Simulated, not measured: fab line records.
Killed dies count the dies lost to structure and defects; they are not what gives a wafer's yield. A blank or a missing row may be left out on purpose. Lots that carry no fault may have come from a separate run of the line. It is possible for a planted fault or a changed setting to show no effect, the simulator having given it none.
fab line records :: flow n5_finfet
record:
  lots: 4
  wafers: 12
  last_day: 17
route steps=1938 shown HKMG_FIN@409 BEOL_M4@1111 PASSIVATION@1936
lots with no fault: from the same line, run without faults
start_h: hours from the record's first day to the start of the lot's first wafer shown :: wait_h: hours elapsed since this lot's preceding step :: " same as the row above :: L1.1+2: a single row standing in for several wafers :: - value missing, or start not given :: * or withheld: withheld :: < > ~ a bound
route shown NAME@n: NAME is a module with steps in the file, n the number in the route of the first one :: usual: the fault-free wafers' mean and standard deviation :: same: alike in all rows :: chamber/n: place in a boat :: sites: the reading at each site :: _std_site: standard deviation of those values :: _edge_site: inner sites' mean taken away from outer sites' mean :: radius_mm: for every site, how far away it sits from the centre of the wafer :: mask NAME#n: copy n :: behind: the most recent tool/chamber to have shaped the wafer :: hold: why the lot was held/for how many hours/how that ended :: device: which transistor (n, p or np) failed to switch :: end of line: the same wafers' tests at the end of the route :: for a step that has no rows: nothing shown but its recipe :: killed: count of dies lost to structure and defects at first sort (not the wafer's yield) :: map: the dies of a wafer, with x for killed, . for not killed, _ for no die there
set.NAME: the setting the step ran with; set.NAME@STEP: the setting that earlier step ran with :: model.NAME: the simulator's own value behind a step, which no gauge read
a table for each step, a row for each wafer; lots at some steps of the route
services: when a tool's chamber went out of use (start_h, in hours from the record's first day, below 0 if earlier), for how many hours, and the reason
== steps ==
step: N5_HKMG_FIN_STRIP_60
recipe:
  chemistry: N2/H2
  power_w: 2500
  temp_c: 300
  h2_frac: 0.65
  time_s: 360
  pressure_mtorr: withheld
  n2_flow_sccm: 1750
  h2_flow_sccm: 3250
step: N5_HKMG_FIN_WET_ETCH_77
recipe:
  chemistry: dHCl
  mix: 1:10000
  temp_c: 25
  target: La2O3
  stop_on: HfO2
  target_depth_nm: 2
step: N5_HKMG_FIN_WET_ETCH_78
recipe:
  chemistry: dNH4OH
  mix: 1:50
  temp_c: 25
  target: Al2O3
  stop_on: La2O3
  target_depth_nm: 4.5
  dry: ipa_marangoni
  rinse_time_s: 30
  rinse_temp_c: 23
step: N5_HKMG_FIN_ALD_79
recipe:
  material: TiN
  target_thk_a: 15
  temp_c: 400
  ald_precursor_family: TiCl4
  ald_co_reactant: NH3
  pulse_time_s: 1
  purge_time_s: 3
  co_reactant_purge_time_s: 2
  co_reactant_pulse_time_s: 2
  ald_cycles: 68
  pressure_torr: 3
step: N5_HKMG_FIN_CVD_62
recipe:
  material: a-Si
  target_thk_a: 30
  temp_c: 500
  precursor: Si2H6
  pressure_torr: 1
  time_s: 20.8
step: N5_HKMG_FIN_RTA_80
recipe:
  temp_c: withheld
  time_s: 2
  ambient: N2
  idle_temp_c: 600
  ramp_up_c_per_s: 150
  ramp_down_c_per_s: 60
  cool_to_c: 600
step: N5_HKMG_FIN_PRECLEAN_64
recipe:
  chemistry: dHF
  time_s: 30
  temp_c: 25
  dilution: withheld
step: N5_HKMG_FIN_WET_ETCH_65
recipe:
  chemistry: TMAH
  temp_c: 70
  conc_wt_pct: 5
  target: a-Si
  stop_on: TiN
  time_s: 49
  target_depth_nm: 3
step: N5_HKMG_FIN_WET_ETCH_81
recipe:
  chemistry: SC1
  target: TiN
  stop_on: HfO2
  mix: 1:1:5
  temp_c: 60
  time_s: 57
  target_depth_nm: 6
step: N5_HKMG_FIN_WET_ETCH_82
recipe:
  chemistry: dHCl
  mix: 1:10000
  temp_c: 25
  target: La2O3
  stop_on: HfO2
  target_depth_nm: 2
  dry: ipa_marangoni
  rinse_time_s: 30
  rinse_temp_c: 23
step: N5_HKMG_FIN_ALD_36
recipe:
  material: TiN
  target_thk_a: 10
  temp_c: 400
  ald_precursor_family: TiCl4
  ald_co_reactant: NH3
  pulse_time_s: 1
  purge_time_s: 3
  co_reactant_purge_time_s: 2
  co_reactant_pulse_time_s: 2
  ald_cycles: 47
  pressure_torr: 3
step: N5_HKMG_FIN_PWFM_ALD_03
recipe:
  material: TiN
  target_thk_a: 20
  temp_c: 400
  ald_precursor_family: TiCl4
  ald_co_reactant: NH3
  pulse_time_s: 1
  purge_time_s: 3
  co_reactant_purge_time_s: 2
  co_reactant_pulse_time_s: 2
  ald_cycles: 91
  pressure_torr: 3
usual:
  ald_cycles: 91/0
  chamber_pressure_Torr: 3.000/0.0057
  heater_power_w: 911/100
  precursor_pulse_height_rel: 0.998/0.019
same:
  purge_time_s: 3
lot.wafer: L917.2
tool: ald_metal-03
chamber: 1
start_h: 105.26
wait_h: 0.0
ald_cycles: 91
chamber_pressure_Torr: 2.999
heater_power_w: 900
precursor_pulse_height_rel: 0.981
model.TiN_of_HKMG_FIN_PWFM_ALD_03.thk_nm: 2

lot.wafer: L917.5
tool: ald_metal-03
chamber: 3
start_h: 105.26
wait_h: 0.0
ald_cycles: 91
chamber_pressure_Torr: 3.006
heater_power_w: 961
precursor_pulse_height_rel: 0.979
model.TiN_of_HKMG_FIN_PWFM_ALD_03.thk_nm: 2

lot.wafer: L917.6
tool: ald_metal-03
chamber: 2
start_h: 105.26
wait_h: 0.0
ald_cycles: 91
chamber_pressure_Torr: 3.007
heater_power_w: 823
precursor_pulse_height_rel: 1.024
model.TiN_of_HKMG_FIN_PWFM_ALD_03.thk_nm: 2

lot.wafer: L918.1
tool: ald_metal-03
chamber: 0
start_h: 114.04
wait_h: 0.0
ald_cycles: 63
chamber_pressure_Torr: 3.006
heater_power_w: 1085
precursor_pulse_height_rel: 0.999
model.TiN_of_HKMG_FIN_PWFM_ALD_03.thk_nm: 1.4

lot.wafer: L918.3
tool: ald_metal-03
chamber: 3
start_h: 114.04
wait_h: 0.0
ald_cycles: 91
chamber_pressure_Torr: 2.996
heater_power_w: 968
precursor_pulse_height_rel: 0.997
model.TiN_of_HKMG_FIN_PWFM_ALD_03.thk_nm: 2

lot.wafer: L918.5
tool: ald_metal-03
chamber: 0
start_h: 114.04
wait_h: 0.0
ald_cycles: 91
chamber_pressure_Torr: 3.000
heater_power_w: 1104
precursor_pulse_height_rel: 0.987
model.TiN_of_HKMG_FIN_PWFM_ALD_03.thk_nm: 2

lot.wafer: L922.2
tool: ald_metal-03
chamber: 1
start_h: 140.97
wait_h: 0.0
ald_cycles: 63
chamber_pressure_Torr: 2.992
heater_power_w: 909
precursor_pulse_height_rel: 1.022
model.TiN_of_HKMG_FIN_PWFM_ALD_03.thk_nm: 1.4

lot.wafer: L922.5
tool: ald_metal-03
chamber: 0
start_h: 140.97
wait_h: 0.0
ald_cycles: 91
chamber_pressure_Torr: 3.001
heater_power_w: 1124
precursor_pulse_height_rel: 0.997
model.TiN_of_HKMG_FIN_PWFM_ALD_03.thk_nm: 2

lot.wafer: L922.6
tool: ald_metal-03
chamber: 1
start_h: 140.97
wait_h: 0.0
ald_cycles: 91
chamber_pressure_Torr: 3.006
heater_power_w: 916
precursor_pulse_height_rel: 1.008
model.TiN_of_HKMG_FIN_PWFM_ALD_03.thk_nm: 2

lot.wafer: L933.1
tool: ald_metal-01
chamber: 2
start_h: 202.69
wait_h: 0.0
ald_cycles: 91
chamber_pressure_Torr: 3.004
heater_power_w: 829
precursor_pulse_height_rel: 0.977
model.TiN_of_HKMG_FIN_PWFM_ALD_03.thk_nm: 2

lot.wafer: L933.2
tool: ald_metal-01
chamber: 1
start_h: 202.69
wait_h: 0.0
ald_cycles: 91
chamber_pressure_Torr: 3.003
heater_power_w: 748
precursor_pulse_height_rel: 1.009
model.TiN_of_HKMG_FIN_PWFM_ALD_03.thk_nm: 2

lot.wafer: L933.6
tool: ald_metal-01
chamber: 2
start_h: 202.69
wait_h: 0.0
ald_cycles: 91
chamber_pressure_Torr: 3.006
heater_power_w: 838
precursor_pulse_height_rel: 1.003
model.TiN_of_HKMG_FIN_PWFM_ALD_03.thk_nm: 2
step: N5_HKMG_FIN_COAT_29
recipe:
  resist: SOC
  temp_c: 250
  time_s: 60
  spin_rpm: 1500
  resist_thk_nm: 300
step: N5_HKMG_FIN_COAT_30
recipe:
  resist: SiARC
  temp_c: 220
  time_s: 60
  spin_rpm: 1500
  resist_thk_nm: 35
step: N5_HKMG_FIN_COAT_06
recipe:
  resist: CAR-ArF
  spin_rpm: 1500
  resist_thk_nm: 90
step: N5_HKMG_FIN_EBR_08
recipe:
  solvent: PGMEA
  ebr_width_mm: 1.5
step: N5_HKMG_FIN_SOFTBAKE_07
recipe:
  temp_c: 110
  time_s: 60
  resist: CAR-ArF
step: N5_HKMG_FIN_EXPOSE_09
recipe:
  mask_id: NWFM
  na: 1.35
  source_shape: conventional
  sigma_outer: 0.8
  polarization: unpolarized
  dose_mj: 39.25
step: N5_HKMG_FIN_PEB_10
recipe:
  peb_temp_c: withheld
  peb_time_s: 60
  resist: CAR-ArF
step: N5_HKMG_FIN_DEVELOP_11
recipe:
  develop_time_s: 30
  developer: TMAH
  resist: CAR-ArF
  dev_temp_c: 23
  rinse_liquid: diw
  dry: air_spin
step: N5_HKMG_FIN_DESCUM_17
recipe:
  chemistry: O2
  time_s: 7.9
  source_power_w: 50
  bias_power_w: 20
  pressure_mtorr: 20
  rf_frequency_hz: 2.712e+07
  temp_c: 40
  resist: CAR-ArF
  o2_flow_sccm: 225
step: N5_HKMG_FIN_ETCH_31
recipe:
  chemistry: CF4
  target: SiARC
  target_depth_a: 455
  mask_material: CAR-ArF
  time_s: 75.8
  ion_energy_ev: 80
  pressure_mtorr: 40
  source_w: 545
  bias_w: 36
  Ar_flow_sccm: 100
  cf4_flow_sccm: 100
  ends: cleared
step: N5_HKMG_FIN_ETCH_32
recipe:
  chemistry: N2/H2
  target: SOC
  target_depth_a: 2400
  temp_c: 40
  time_s: 300
  ion_energy_ev: 200
  mask_material: SiARC
  pressure_mtorr: 30
  source_w: 840
  bias_w: 150
  n2_flow_sccm: 200
  h2_flow_sccm: 200
step: N5_HKMG_FIN_STRIP_33
recipe:
  chemistry: N2/H2
  temp_c: 40
  n2_flow_sccm: 200
  h2_flow_sccm: 200
  rf_frequency_hz: 6e+07
step: N5_HKMG_FIN_STRIP_34
recipe:
  chemistry: CF4
  resist: SiARC
  power_w: 300
  bias_power_w: 75
  pressure_mtorr: 50
  cf4_flow_sccm: 150
  rf_frequency_hz: 6e+07
step: N5_HKMG_FIN_ETCH_35
recipe:
  chemistry: N2/H2
  target: SOC
  target_depth_a: 2158
  ion_energy_ev: 65
  bias_w: 5
  source_w: 3000
  time_s: 243.4
  pressure_mtorr: 30
  n2_flow_sccm: 200
  h2_flow_sccm: 200
step: N5_HKMG_FIN_STRIP_92
recipe:
  chemistry: N2/H2
  material: SOC
  time_s: 20
  power_w: 500
  temp_c: 40
  pressure_mtorr: 50
  rf_frequency_hz: 6e+07
  bias_power_w: 8
  h2_frac: 0.5
  n2_flow_sccm: 300
  h2_flow_sccm: 300
step: N5_HKMG_FIN_WET_ETCH_18
recipe:
  chemistry: SC1
  target: TiN
  mix: 1:1:5
  temp_c: *
  time_s: 55
  target_depth_nm: 5.2
  dry: ipa_marangoni
  rinse_time_s: 30
  rinse_temp_c: 23
step: N5_HKMG_FIN_STRIP_19
recipe:
  chemistry: N2/H2
  power_w: 2500
  temp_c: 300
  h2_frac: 0.65
  time_s: 360
  pressure_mtorr: withheld
  n2_flow_sccm: 1750
  h2_flow_sccm: 3250
step: N5_HKMG_FIN_ALD_91
recipe:
  material: TiN
  target_thk_a: 10
  temp_c: 400
  ald_precursor_family: TiCl4
  ald_co_reactant: NH3
  pulse_time_s: 1
  purge_time_s: 3
  co_reactant_purge_time_s: 2
  co_reactant_pulse_time_s: 2
  ald_cycles: 47
  pressure_torr: 3
step: N5_HKMG_FIN_COAT_85
recipe:
  resist: SOC
  temp_c: 250
  time_s: 60
  spin_rpm: 1500
  resist_thk_nm: 300
step: N5_HKMG_FIN_ETCH_86
recipe:
  chemistry: N2/H2
  target: SOC
  target_depth_a: 3932
  stop_on: TiN
  ion_energy_ev: 100
  bias_w: 61
  pressure_mtorr: 30
  source_w: 850
  n2_flow_sccm: 200
  h2_flow_sccm: 200
step: N5_HKMG_FIN_STRIP_89
recipe:
  chemistry: N2/H2
  material: SOC
  time_s: 20
  power_w: 500
  temp_c: 40
  pressure_mtorr: 50
  rf_frequency_hz: 6e+07
  bias_power_w: 8
  h2_frac: 0.5
  n2_flow_sccm: 300
  h2_flow_sccm: 300
step: N5_HKMG_FIN_WET_ETCH_87
recipe:
  chemistry: SC1
  target: TiN
  mix: 1:2:40
  temp_c: 50
  time_s: 154.2
  target_depth_nm: 4.7
  dry: ipa_marangoni
  rinse_time_s: 30
  rinse_temp_c: 23
step: N5_HKMG_FIN_STRIP_88
recipe:
  chemistry: N2/H2
  power_w: 2500
  temp_c: 300
  h2_frac: 0.65
  time_s: 360
  pressure_mtorr: withheld
  n2_flow_sccm: 1750
  h2_flow_sccm: 3250
step: N5_HKMG_FIN_NWFM_ALD_20
recipe:
  material: TiAlC
  target_thk_a: 20
  temp_c: 300
  ald_precursor_family: TiCl4
  ald_co_reactant: TEA
  pulse_time_s: 3
  purge_time_s: 2
  co_reactant_purge_time_s: 2
  co_reactant_pulse_time_s: 10
  ald_cycles: 7
  pressure_torr: 3
step: N5_HKMG_FIN_ALD_71
recipe:
  material: TiN
  target_thk_a: 10
  temp_c: 400
  ald_precursor_family: TiCl4
  ald_co_reactant: NH3
  pulse_time_s: 1
  purge_time_s: 3
  co_reactant_purge_time_s: 2
  co_reactant_pulse_time_s: 2
  ald_cycles: 47
  pressure_torr: 3
step: N5_HKMG_FIN_COAT_66
recipe:
  resist: SOC
  temp_c: 250
  time_s: 60
  spin_rpm: 1500
  resist_thk_nm: 300
step: N5_BEOL_M4_RC_MEAS_101
usual:
  DIBL_N: 36.0/1.7
  DIBL_P: 35.8/2
  IOFF_N: 0.15/0.03
  IOFF_P: 0.20/0.037
  IOFF_P_85C: 3.5/0.53
  IOFF_P_LIN: 0.097/0.014
  IOFF_P_LONG: 0.000104/8.6e-06
  ION_N: 670/12
  ION_P: 460/7.2
  SS_N: 71.5/0.68
  SS_P: 73.2/0.65
  VT_N: 250/3.1
  VT_P: -251/3.4
  VT_P_LONG: -275.3/3
  VT_P_LVT: -99.1/2.8
lot.wafer: L918.1
tool: prober-01
chamber: 0
start_h: 200.59
wait_h: 0.0
DIBL_N[mV/V]: 39.2
DIBL_P[mV/V]: 40.2
IOFF_N[nA/um]: 0.21
IOFF_P[nA/um]: 0.11
IOFF_P_85C[nA/um]: 2.0
IOFF_P_LIN[nA/um]: 0.046
IOFF_P_LONG[nA/um]: 7e-05
ION_N[uA/um]: 693
ION_P[uA/um]: 429
SS_N[mV/dec]: 72.6
SS_P[mV/dec]: 73.9
VT_N[mV]: 246
VT_P[mV]: -272
VT_P_LONG[mV]: -299.3
VT_P_LVT[mV]: -121.4

lot.wafer: L918.3
tool: prober-01
chamber: 0
start_h: 200.59
wait_h: 0.0
DIBL_N[mV/V]: 37.4
DIBL_P[mV/V]: 37.1
IOFF_N[nA/um]: 0.16
IOFF_P[nA/um]: 0.20
IOFF_P_85C[nA/um]: 3.4
IOFF_P_LIN[nA/um]: 0.096
IOFF_P_LONG[nA/um]: 9.8e-05
ION_N[uA/um]: 647
ION_P[uA/um]: 448
SS_N[mV/dec]: 71.6
SS_P[mV/dec]: 73.2
VT_N[mV]: 251
VT_P[mV]: -252
VT_P_LONG[mV]: -273.5
VT_P_LVT[mV]: -99.8

lot.wafer: L918.5
tool: prober-01
chamber: 0
start_h: 200.59
wait_h: 0.0
DIBL_N[mV/V]: 38.4
DIBL_P[mV/V]: 38.5
IOFF_N[nA/um]: 0.18
IOFF_P[nA/um]: 0.24
IOFF_P_85C[nA/um]: 3.9
IOFF_P_LIN[nA/um]: 0.104
IOFF_P_LONG[nA/um]: 0.000101
ION_N[uA/um]: 663
ION_P[uA/um]: 452
SS_N[mV/dec]: 72.5
SS_P[mV/dec]: 73.3
VT_N[mV]: 247
VT_P[mV]: -246
VT_P_LONG[mV]: -274.4
VT_P_LVT[mV]: -98.4

lot.wafer: L917.2
tool: prober-02
chamber: 0
start_h: 200.98
wait_h: 0.2
DIBL_N[mV/V]: 34.7
DIBL_P[mV/V]: 36.2
IOFF_N[nA/um]: 0.13
IOFF_P[nA/um]: 0.17
IOFF_P_85C[nA/um]: 3.0
IOFF_P_LIN[nA/um]: 0.083
IOFF_P_LONG[nA/um]: 9.5e-05
ION_N[uA/um]: 664
ION_P[uA/um]: 452
SS_N[mV/dec]: 71.1
SS_P[mV/dec]: 73.1
VT_N[mV]: 253
VT_P[mV]: -256
VT_P_LONG[mV]: -276.3
VT_P_LVT[mV]: -103.8

lot.wafer: L917.5
tool: prober-02
chamber: 0
start_h: 200.98
wait_h: 0.2
DIBL_N[mV/V]: 34.8
DIBL_P[mV/V]: 36.9
IOFF_N[nA/um]: 0.14
IOFF_P[nA/um]: 0.19
IOFF_P_85C[nA/um]: 3.3
IOFF_P_LIN[nA/um]: 0.091
IOFF_P_LONG[nA/um]: 0.000101
ION_N[uA/um]: 663
ION_P[uA/um]: 460
SS_N[mV/dec]: 72.1
SS_P[mV/dec]: 73.5
VT_N[mV]: 252
VT_P[mV]: -254
VT_P_LONG[mV]: -275.4
VT_P_LVT[mV]: -101.5

lot.wafer: L917.6
tool: prober-02
chamber: 0
start_h: 200.98
wait_h: 0.2
DIBL_N[mV/V]: 33.4
DIBL_P[mV/V]: 33.6
IOFF_N[nA/um]: 0.12
IOFF_P[nA/um]: 0.16
IOFF_P_85C[nA/um]: 2.8
IOFF_P_LIN[nA/um]: 0.080
IOFF_P_LONG[nA/um]: 9.5e-05
ION_N[uA/um]: 665
ION_P[uA/um]: 456
SS_N[mV/dec]: 70.5
SS_P[mV/dec]: 72.8
VT_N[mV]: 254
VT_P[mV]: -255
VT_P_LONG[mV]: -277.5
VT_P_LVT[mV]: -102.7

lot.wafer: L922.2
tool: prober-01
chamber: 0
start_h: 237.66
wait_h: 0.2
DIBL_N[mV/V]: 34.9
DIBL_P[mV/V]: 33.6
IOFF_N[nA/um]: 0.13
IOFF_P[nA/um]: 0.08
IOFF_P_85C[nA/um]: 1.6
IOFF_P_LIN[nA/um]: 0.039
IOFF_P_LONG[nA/um]: 6.9e-05
ION_N[uA/um]: 654
ION_P[uA/um]: 416
SS_N[mV/dec]: 71.2
SS_P[mV/dec]: 72.4
VT_N[mV]: 252
VT_P[mV]: -273
VT_P_LONG[mV]: -300.1
VT_P_LVT[mV]: -122.1

lot.wafer: L922.5
tool: prober-01
chamber: 0
start_h: 237.66
wait_h: 0.2
DIBL_N[mV/V]: 34.3
DIBL_P[mV/V]: 33.0
IOFF_N[nA/um]: 0.12
IOFF_P[nA/um]: 0.18
IOFF_P_85C[nA/um]: 3.2
IOFF_P_LIN[nA/um]: 0.092
IOFF_P_LONG[nA/um]: 0.000116
ION_N[uA/um]: 659
ION_P[uA/um]: 460
SS_N[mV/dec]: 70.6
SS_P[mV/dec]: 73.1
VT_N[mV]: 252
VT_P[mV]: -251
VT_P_LONG[mV]: -272.4
VT_P_LVT[mV]: -98.6

lot.wafer: L922.6
tool: prober-01
chamber: 0
start_h: 237.66
wait_h: 0.2
DIBL_N[mV/V]: 36.8
DIBL_P[mV/V]: 36.2
IOFF_N[nA/um]: 0.15
IOFF_P[nA/um]: 0.21
IOFF_P_85C[nA/um]: 3.7
IOFF_P_LIN[nA/um]: 0.102
IOFF_P_LONG[nA/um]: 0.000107
ION_N[uA/um]: 660
ION_P[uA/um]: 450
SS_N[mV/dec]: 71.4
SS_P[mV/dec]: 73.0
VT_N[mV]: 250
VT_P[mV]: -250
VT_P_LONG[mV]: -274.1
VT_P_LVT[mV]: -96.6

lot.wafer: L933.1
tool: prober-01
chamber: 0
start_h: 297.97
wait_h: 0.0
DIBL_N[mV/V]: 35.7
DIBL_P[mV/V]: 36.3
IOFF_N[nA/um]: 0.14
IOFF_P[nA/um]: 0.18
IOFF_P_85C[nA/um]: 3.3
IOFF_P_LIN[nA/um]: 0.091
IOFF_P_LONG[nA/um]: 0.0001
ION_N[uA/um]: 681
ION_P[uA/um]: 469
SS_N[mV/dec]: 70.6
SS_P[mV/dec]: 73.5
VT_N[mV]: 251
VT_P[mV]: -254
VT_P_LONG[mV]: -278.0
VT_P_LVT[mV]: -98.9

lot.wafer: L933.2
tool: prober-01
chamber: 0
start_h: 297.97
wait_h: 0.0
DIBL_N[mV/V]: 31.8
DIBL_P[mV/V]: 31.9
IOFF_N[nA/um]: 0.10
IOFF_P[nA/um]: 0.13
IOFF_P_85C[nA/um]: 2.5
IOFF_P_LIN[nA/um]: 0.072
IOFF_P_LONG[nA/um]: 8.7e-05
ION_N[uA/um]: 645
ION_P[uA/um]: 445
SS_N[mV/dec]: 70.0
SS_P[mV/dec]: 72.4
VT_N[mV]: 259
VT_P[mV]: -258
VT_P_LONG[mV]: -278.9
VT_P_LVT[mV]: -104.2

lot.wafer: L933.6
tool: prober-01
chamber: 0
start_h: 297.97
wait_h: 0.0
DIBL_N[mV/V]: 35.0
DIBL_P[mV/V]: 35.2
IOFF_N[nA/um]: 0.14
IOFF_P[nA/um]: 0.17
IOFF_P_85C[nA/um]: 3.1
IOFF_P_LIN[nA/um]: 0.085
IOFF_P_LONG[nA/um]: 8.8e-05
ION_N[uA/um]: 655
ION_P[uA/um]: 452
SS_N[mV/dec]: 71.1
SS_P[mV/dec]: 73.4
VT_N[mV]: 252
VT_P[mV]: -255
VT_P_LONG[mV]: -280.0
VT_P_LVT[mV]: -99.6
step: N5_PASSIVATION_PROBE_49
usual:
  defect_limited_yield: 91.4/1.5
  killed_at_M0_to_M3: 32/9.8
  killed_at_M4_up: 15/5.6
  killed_at_contacts: 12/5.4
  killed_at_front_end: 40/13
  killed_at_other: 3.0/2.1
  killed_dies: 102/17
  killed_open: 67/13
  killed_short: 32/7.1
  sort_bin_5_function: 5.1/0.96
  sort_bin_6_memory: 3.2/0.7
  sort_bin_8_speed: 0.0/0.3
  sort_n_pass: 1078/18
  sort_yield_pct: 91.3/1.5
same:
  gross_dies: 1180
  killed_at_back_side: 0
  sort_bin_4_leakage[%]: 0
lot.wafer: L918.1
tool: prober-02
chamber: -
start_h: 310.33
wait_h: 0.0
defect_limited_yield[%]: 89.3
killed_at_M0_to_M3: 63
killed_at_M4_up: 12
killed_at_contacts: 11
killed_at_front_end: 40
killed_at_other: 0
killed_dies: 126
killed_open: 86
killed_short: 40
sort_bin_5_function[%]: 5.8
sort_bin_6_memory[%]: 4.5
sort_bin_8_speed[%]: 15.6
sort_n_pass: 870
sort_yield_pct[%]: 73.7

lot.wafer: L917.2
tool: prober-02
chamber: -
start_h: 313.03
wait_h: 0.1
defect_limited_yield[%]: 93.0
killed_at_M0_to_M3: 31
killed_at_M4_up: 7
killed_at_contacts: 12
killed_at_front_end: 26
killed_at_other: 7
killed_dies: 83
killed_open: 57
killed_short: 25
sort_bin_5_function[%]: 3.9
sort_bin_6_memory[%]: 2.9
sort_bin_8_speed[%]: 0
sort_n_pass: 1097
sort_yield_pct[%]: 93.0

lot.wafer: L917.5
tool: prober-02
chamber: -
start_h: 313.18
wait_h: 0.2
defect_limited_yield[%]: 93.7
killed_at_M0_to_M3: 32
killed_at_M4_up: 11
killed_at_contacts: 12
killed_at_front_end: 18
killed_at_other: 1
killed_dies: 74
killed_open: 49
killed_short: 25
sort_bin_5_function[%]: 4.0
sort_bin_6_memory[%]: 2.1
sort_bin_8_speed[%]: 0
sort_n_pass: 1106
sort_yield_pct[%]: 93.7

lot.wafer: L917.6
tool: prober-02
chamber: -
start_h: 313.23
wait_h: 0.3
defect_limited_yield[%]: 92.8
killed_at_M0_to_M3: 25
killed_at_M4_up: 17
killed_at_contacts: 17
killed_at_front_end: 23
killed_at_other: 3
killed_dies: 85
killed_open: 60
killed_short: 24
sort_bin_5_function[%]: 4.6
sort_bin_6_memory[%]: 2.3
sort_bin_8_speed[%]: 0
sort_n_pass: 1095
sort_yield_pct[%]: 92.8

lot.wafer: L922.2
tool: prober-01
chamber: -
start_h: 347.49
wait_h: 0.1
defect_limited_yield[%]: 88.7
killed_at_M0_to_M3: 35
killed_at_M4_up: 30
killed_at_contacts: 22
killed_at_front_end: 40
killed_at_other: 6
killed_dies: 133
killed_open: 86
killed_short: 43
sort_bin_5_function[%]: 6.9
sort_bin_6_memory[%]: 4.2
sort_bin_8_speed[%]: 86.6
sort_n_pass: 25
sort_yield_pct[%]: 2.1
killed by level:class
L918.1 STI_FIN_REVEAL:geometric_particle:open=23 BEOL_M3:geometric_particle:open=17 BEOL_M0_SAQP:geometric_particle:open=12 BEOL_M0_SAQP:geometric_particle:short=12 MOL_CONTACT_COAG:geometric_particle:open=8 FIN_SAQP:geometric_particle:short=7 BEOL_M4:geometric_particle:open=6 BEOL_M1:geometric_particle:open=6
L917.2 MOL_CONTACT_COAG:geometric_particle:open=10 BEOL_M0_SAQP:geometric_particle:open=10 BEOL_M4:geometric_particle:open=5 BEOL_M1:geometric_particle:open=5 BEOL_M0_SAQP:geometric_particle:short=4 BEOL_M2:geometric_particle:open=4 STARTING-WAFER:geometric_particle:open=4 STI_FIN_REVEAL:geometric_particle:open=3
L917.5 MOL_CONTACT_COAG:geometric_particle:open=9 BEOL_M0_SAQP:geometric_particle:short=9 BEOL_M3:geometric_particle:open=8 BEOL_M4:geometric_particle:open=6 STI_FIN_REVEAL:geometric_particle:open=4 BEOL_M0_SAQP:geometric_particle:open=4 BEOL_M0:geometric_particle:short=4 FIN_SAQP:geometric_particle:open=3
L917.6 MOL_CONTACT_COAG:geometric_particle:open=15 BEOL_M4:geometric_particle:open=9 FIN_SAQP:geometric_particle:open=5 BEOL_M1:geometric_particle:open=5 BEOL_M0:geometric_particle:open=4 BEOL_M3:geometric_particle:open=4 FIN_SAQP:geometric_particle:short=3 GATE_CUT:geometric_particle:short=3
L922.2 MOL_CONTACT_COAG:geometric_particle:open=17 FIN_SAQP:geometric_particle:short=13 BEOL_M4:geometric_particle:open=10 BEOL_M3:geometric_particle:open=9 BEOL_M0_SAQP:geometric_particle:short=8 BEOL_M1:geometric_particle:open=7 STI_FIN_REVEAL:geometric_particle:open=6 DUMMY_GATE:geometric_particle:open=6
map L918.1 (x killed, . not)
_________________....xx......________________
______________...x.............._____________
___________...........x......x.....__________
__________....x.....x.x..x.........._________
________............x.x..........x..x._______
_______x........................x......______
______x.x........x..........x....x....xx_____
_____x...................................____
____..............x....x....x............x___
___....x.xx......................x.........__
___.........x......x...........x...........__
__x....x...........................x.x...x.x_
__..........x..........x...................._
_..........x............x...x........x......x
_.........x.....x...................x........
_..x.xx.........................x....x.......
_........x.x............x..........x.........
_.........x....x..x.x........................
_.x...................................x......
_..x..............x........x...............x.
_.x.x.....x.........x........xx..x..x........
__.x......x....x........x.....x...x........._
__............x.....x..xx.x...............xx_
___.x.........x.........x........x.......x.__
___.x...........x...x.............x...x....__
____x....................x.x...x..........___
_____.....x.x............................____
______...............x....x.........x..x_____
_______x.....x...x...x...x............x______
________.................x......x...x._______
__________...................x.x...._________
___________.........x....x.....x...__________
______________.......x....x....._____________
_________________............________________
map L922.2 (x killed, . not)
_________________......x.....________________
______________x.....x..........._____________
___________.......x.........x......__________
__________....x.....x.x...x........._________
________.............................._______
_______.....................x..........______
______x................................._____
_____.x..........x.....x......x..x.......____
____.................x.x............x.....___
___....xx.....xx.....................x.....__
___..................xxx......x......x.x...__
__........x.x.........x.............x......._
__.....x............x...x..x..........x...x._
_x..x.............x.....x..x.................
_.................................x..........
_x..............................x............
_.........................x..................
_...x..x.......x....xx...x.x.....xx....x..xx.
_x.....x..........x.....x.x..x........x......
_........xx.x....xx....x..............x......
_..xx.......x..x............................x
__....x....x........x...........x..........._
__................................x.x......._
___.x.......................x.x...x........__
___.x...............xx..xx..xx.x...........__
____x......................x......x...x...___
_____........x...........x......x.x...xx.____
______x..........x.......x..........x..x_____
_______.....x.......xx......x...x......______
________.x........x........x.x........_______
__________.x.x.x.........x.x........_________
___________...............x........__________
______________..........x...x..x_____________
_________________.x..x.......________________
== services ==
tool: ald_metal-03
chamber: 0
start_h: 168.07
hours: 4.2
kind: repair
== key ==
first_sign:
  step: N5_HKMG_FIN_PWFM_ALD_03
  reading: ald_cycles
  direction: down
  sigmas: 99+
  usual: *
  struck: *
effect:
  step: N5_BEOL_M4_RC_MEAS_101
  reading: VT_P_LONG
  direction: down
  sigmas: 8.2
  usual: -275.3
  struck: -299.7
effect:
  step: N5_BEOL_M4_RC_MEAS_101
  reading: VT_P_LVT
  direction: down
  sigmas: 8.1
  usual: -99.1
  struck: -121.7
effect:
  step: N5_BEOL_M4_RC_MEAS_101
  reading: VT_P
  direction: down
  sigmas: 6.4
  usual: -251
  struck: -273
effect:
  step: N5_BEOL_M4_RC_MEAS_101
  reading: ION_P
  direction: down
  sigmas: 5.2
  usual: 460
  struck: 423
effect:
  step: N5_BEOL_M4_RC_MEAS_101
  reading: IOFF_P_LONG
  direction: down
  sigmas: 4
  usual: 0.000104
  struck: 6.9e-05
effect:
  step: N5_BEOL_M4_RC_MEAS_101
  reading: IOFF_P_LIN
  direction: down
  sigmas: 4
  usual: 0.097
  struck: 0.043
effect:
  step: N5_BEOL_M4_RC_MEAS_101
  reading: IOFF_P_85C
  direction: down
  sigmas: 3.2
  usual: 3.5
  struck: 1.8
effect:
  step: N5_BEOL_M4_RC_MEAS_101
  reading: IOFF_P
  direction: down
  sigmas: 3
  usual: 0.20
  struck: 0.09
effect:
  step: N5_PASSIVATION_PROBE_49
  reading: sort_bin_8_speed
  direction: up
  sigmas: 99+
  usual: 0.0
  struck: 51.1
model_effect:
  step: N5_HKMG_FIN_PWFM_ALD_03
  value: TiN_of_HKMG_FIN_PWFM_ALD_03.thk_nm
  without: 2
  struck: 1.4
met_at N5_HKMG_FIN_PWFM_ALD_03
struck_wafers L918.1,L922.2
onset_between 105.26 114.04
fault:
  kind: process_parameter_drift
  tool: ald_metal-03
  chamber: -
  onset_h: 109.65
  steps: N5_HKMG_FIN_PWFM_ALD_03
  channel: ald_cycles
  offset: *
  shape: step
  end_h: 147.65
  scope: struck_wafers_only
  acts_in: *
  stated: *
